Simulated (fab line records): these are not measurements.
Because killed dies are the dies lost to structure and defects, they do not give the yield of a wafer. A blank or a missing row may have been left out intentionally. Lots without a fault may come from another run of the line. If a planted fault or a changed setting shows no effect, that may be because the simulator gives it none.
Which tool is to blame? | flow n5-finfet | 12 lots, 36 wafers sampled, at 2 steps of a route of 1938

== WHAT EACH GAUGE READ, for each wafer ==
N5_MOL_CONTACT_COAG_INSPECT_97: inspects for defects (darkfield).
lot  | measured     | on                | raw-defect-count
L075 | day 5 23:19  | defect-inspect-02 | 46 51 23
L078 | day 6 08:17  | defect-inspect-01 | 16 16 20
L079 | day 6 18:52  | defect-inspect-02 | 23 57 53
L081 | day 7 05:04  | defect-inspect-02 | 35 33 26
L083 | day 7 15:15  | defect-inspect-02 | 20 22 48
L085 | day 8 05:11  | defect-inspect-01 | 64 43 49
L087 | day 8 15:44  | defect-inspect-02 | 56 32 37
L089 | day 9 10:16  | defect-inspect-01 | 18 37 30
L090 | day 10 01:48 | defect-inspect-01 | 74 61 87
L093 | day 10 04:48 | defect-inspect-02 | 22 29 35
L095 | day 10 17:50 | defect-inspect-02 | 62 75 83
L097 | day 11 05:52 | defect-inspect-02 | 68 67 51

== EACH LOT AND THE TOOL THAT RAN IT (in order: tool; ch and the chambers of the sampled wafers; start) ==
lot  | N5_MOL_CONTACT_COAG_CVD_140
L075 | cvd-w-01 ch 0,1, day 5 15:41
L078 | cvd-w-02 ch 1, day 6 04:37
L079 | cvd-w-02 ch 0,1, day 6 15:10
L081 | cvd-w-02 ch 0,1, day 7 01:26
L083 | cvd-w-02 ch 0,1, day 7 11:35
L085 | cvd-w-01 ch 0,1, day 8 01:06
L087 | cvd-w-02 ch 1, day 8 12:01
L089 | cvd-w-02 ch 0,1, day 9 06:36
L090 | cvd-w-02 ch 0,1, day 9 22:08
L093 | cvd-w-01 ch 0,1, day 10 01:07
L095 | cvd-w-02 ch 0,1, day 10 14:08
L097 | cvd-w-02 ch 0, day 11 00:33
- N5_MOL_CONTACT_COAG_CVD_140: deposits W, target thk 66.5 nm, time 215 s.

== THE ANSWER, worked out from the rows above alone ==
Rule: usual is defined by the lots themselves. The widest of any qualifying gaps counts: lots, ordered by their means at a reading, are off when they make up no more than a third of the lots, leave a main group of 4 or more, and stand apart from it by 3 or more times the standard deviation of that group's means. A main group is skipped when, at the precision printed for the reading in the tables above, its means are all equal. A lot without any number at a reading at which 4 lots or more have one is off too. Where the step has rows for the other lots, those lots are counted as sound.
Across all readings shown, no lot is off: no conclusion can be drawn from this.

== WHAT THE SIMULATOR HAD PUT IN ==
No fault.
